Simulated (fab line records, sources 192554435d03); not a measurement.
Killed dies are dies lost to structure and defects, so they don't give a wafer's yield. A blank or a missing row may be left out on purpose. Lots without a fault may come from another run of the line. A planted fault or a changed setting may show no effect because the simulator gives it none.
Chamber matching | flow n5_finfet | N5_BEOL_M5_ETCH_68 on rie_diel-03: 4 sister chambers
The step etches SOC in N2/H2, target depth 80 nm, overetch 16 nm, time 120 s. 16 wafers are shown with their chamber, then 8 later ones without.

WAFERS WITH THEIR CHAMBER
wafer  | chamber | drypump_motor_current_A (A) | throttle_valve_pct (%) | showerhead_plenum_p_Torr (Torr)
L074.2 | 1       | 6.1                         | 18.25                  | 2.64
L074.3 | 3       | 6.7                         | 17.48                  | 2.60
L074.6 | 3       | 6.7                         | 17.48                  | 2.60
L076.2 | 1       | 6.0                         | 18.27                  | 2.64
L076.5 | 3       | 6.6                         | 17.49                  | 2.60
L076.6 | 0       | 4.9                         | 17.55                  | 2.54
L083.3 | 1       | 6.0                         | 18.29                  | 2.63
L083.5 | 1       | 6.1                         | 18.27                  | 2.63
L083.6 | 2       | 5.8                         | 17.74                  | 2.55
L084.2 | 0       | 4.9                         | 17.58                  | 2.53
L084.4 | 3       | 6.6                         | 17.50                  | 2.59
L084.6 | 2       | 5.8                         | 17.75                  | 2.55
L086.3 | 2       | 5.8                         | 17.75                  | 2.54
L086.4 | 1       | 6.1                         | 18.29                  | 2.63
L086.6 | 2       | 5.8                         | 17.75                  | 2.54
L093.1 | 3       | 6.6                         | 17.57                  | 2.58

SIGNATURES (means of the wafers above)
reading                  | chamber 0 | chamber 1 | chamber 2 | chamber 3 | scatter within a chamber
drypump_motor_current_A  | 4.900     | 6.060     | 5.800     | 6.640     | 0.0447
throttle_valve_pct       | 17.5650   | 18.2740   | 17.7475   | 17.5040   | 0.0248
showerhead_plenum_p_Torr | 2.5350    | 2.6340    | 2.5450    | 2.5940    | 0.00701
Rule: a wafer's distance from a chamber is the root of the sum, over the readings, of the square of ((its reading less the chamber's mean) divided by the reading's scatter). The wafer belongs to the nearest chamber; if the next one is less than 2 further off, it can't be placed. The scatter: the root of (the sum of the squares of (reading less its chamber's mean) over the shown wafers, divided by (wafers less chambers)).

WAFERS WITHOUT THEIR CHAMBER
wafer  | drypump_motor_current_A (A) | throttle_valve_pct (%) | showerhead_plenum_p_Torr (Torr)
L093.5 | 5.8                         | 17.79                  | 2.54
L093.6 | 6.6                         | 17.56                  | 2.58
L094.2 | 6.0                         | 18.31                  | 2.62
L094.3 | 5.8                         | 17.79                  | 2.53
L094.6 | 4.9                         | 17.59                  | 2.52
L096.1 | 4.9                         | 17.63                  | 2.52
L096.3 | 6.1                         | 18.32                  | 2.62
L096.5 | 6.7                         | 17.55                  | 2.57

WHICH CHAMBER EACH WENT THROUGH
wafer  | from the rows above | in truth
L093.5 | 2                   | 2
L093.6 | 3                   | 3
L094.2 | 1                   | 1
L094.3 | 2                   | 2
L094.6 | 0                   | 0
L096.1 | 0                   | 0
L096.3 | 1                   | 1
L096.5 | 3                   | 3
Placed correctly: 8 of 8. Can't be placed from these rows: 0. Placed wrongly: 0.
